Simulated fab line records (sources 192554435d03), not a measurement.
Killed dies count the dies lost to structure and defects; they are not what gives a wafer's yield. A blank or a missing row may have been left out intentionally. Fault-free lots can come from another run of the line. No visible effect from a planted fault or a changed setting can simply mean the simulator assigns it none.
Matching of chambers :: flow n5-finfet :: 4 sister chambers for N5_BEOL_M0_SAQP_ETCH_101 on rie-diel-03
The step etches SiNx in CH3F/O2, target depth 29.9 nm, time 42.7 s. 14 wafers are shown with their chamber, then 7 later ones without.

## WAFERS PAIRED WITH THEIR CHAMBERS
wafer: L079.2
chamber: 1
drypump-motor-current-A (A): 5.9
rf-vpp-V (V): 301
throttle-valve-pct (%): 16.78

wafer: L079.4
chamber: 0
drypump-motor-current-A (A): 5.4
rf-vpp-V (V): 302
throttle-valve-pct (%): 16.47

wafer: L079.6
chamber: 0
drypump-motor-current-A (A): 5.4
rf-vpp-V (V): 301
throttle-valve-pct (%): 16.47

wafer: L081.2
chamber: 2
drypump-motor-current-A (A): 5.3
rf-vpp-V (V): 296
throttle-valve-pct (%): 16.62

wafer: L081.3
chamber: 3
drypump-motor-current-A (A): 5.5
rf-vpp-V (V): 294
throttle-valve-pct (%): 16.74

wafer: L081.5
chamber: 2
drypump-motor-current-A (A): 5.3
rf-vpp-V (V): 296
throttle-valve-pct (%): 16.61

wafer: L080.1
chamber: 1
drypump-motor-current-A (A): 5.9
rf-vpp-V (V): 303
throttle-valve-pct (%): 16.78

wafer: L080.2
chamber: 2
drypump-motor-current-A (A): 5.4
rf-vpp-V (V): 295
throttle-valve-pct (%): 16.62

wafer: L080.6
chamber: 3
drypump-motor-current-A (A): 5.5
rf-vpp-V (V): 292
throttle-valve-pct (%): 16.73

wafer: L086.2
chamber: 2
drypump-motor-current-A (A): 5.3
rf-vpp-V (V): 295
throttle-valve-pct (%): 16.64

wafer: L086.3
chamber: 1
drypump-motor-current-A (A): 5.9
rf-vpp-V (V): 307
throttle-valve-pct (%): 16.33

wafer: L086.4
chamber: 0
drypump-motor-current-A (A): 5.4
rf-vpp-V (V): 301
throttle-valve-pct (%): 16.50

wafer: L088.2
chamber: 2
drypump-motor-current-A (A): 5.4
rf-vpp-V (V): 294
throttle-valve-pct (%): 16.64

wafer: L088.5
chamber: 2
drypump-motor-current-A (A): 5.4
rf-vpp-V (V): 296
throttle-valve-pct (%): 16.65

SIGNATURES (means of the wafers above)
reading: drypump-motor-current-A
chamber 0: 5.400
chamber 1: 5.900
chamber 2: 5.350
chamber 3: 5.500
scatter within a chamber: 0.0387

reading: rf-vpp-V
chamber 0: 301.33
chamber 1: 303.67
chamber 2: 295.33
chamber 3: 293.00
scatter within a chamber: 1.57

reading: throttle-valve-pct
chamber 0: 16.4800
chamber 1: 16.6300
chamber 2: 16.6300
chamber 3: 16.7350
scatter within a chamber: 0.117
Rule: for a wafer and a chamber, the distance is found by dividing, reading by reading, the gap between the wafer's reading and the chamber's mean by the reading's scatter, squaring, summing and taking the root. The wafer belongs to the nearest chamber; if the next one is less than 2 further off, it can't be placed. The scatter is the square root of a quotient: the sum, over the shown wafers, of each reading's squared deviation from its chamber's mean, divided by wafers minus chambers.

## WAFERS WITH NO CHAMBER GIVEN
wafer: L088.6
drypump-motor-current-A (A): 5.5
rf-vpp-V (V): 293
throttle-valve-pct (%): 16.77

wafer: L089.2
drypump-motor-current-A (A): 5.3
rf-vpp-V (V): 295
throttle-valve-pct (%): 16.64

wafer: L089.4
drypump-motor-current-A (A): 5.4
rf-vpp-V (V): 301
throttle-valve-pct (%): 16.51

wafer: L089.5
drypump-motor-current-A (A): 5.3
rf-vpp-V (V): 296
throttle-valve-pct (%): 16.65

wafer: L092.4
drypump-motor-current-A (A): 5.9
rf-vpp-V (V): 307
throttle-valve-pct (%): 16.35

wafer: L092.5
drypump-motor-current-A (A): 5.3
rf-vpp-V (V): 296
throttle-valve-pct (%): 16.67

wafer: L092.6
drypump-motor-current-A (A): 5.5
rf-vpp-V (V): 292
throttle-valve-pct (%): 16.77

## WHICH CHAMBER EACH ONE RAN IN
wafer: L088.6
from the rows above: 3
in truth: 3

wafer: L089.2
from the rows above: 2
in truth: 2

wafer: L089.4
from the rows above: 0
in truth: 0

wafer: L089.5
from the rows above: 2
in truth: 2

wafer: L092.4
from the rows above: 1
in truth: 1

wafer: L092.5
from the rows above: 2
in truth: 2

wafer: L092.6
from the rows above: 3
in truth: 3
Placed correctly: 7 of 7. Can't be placed from these rows: 0. Wrongly placed: 0.
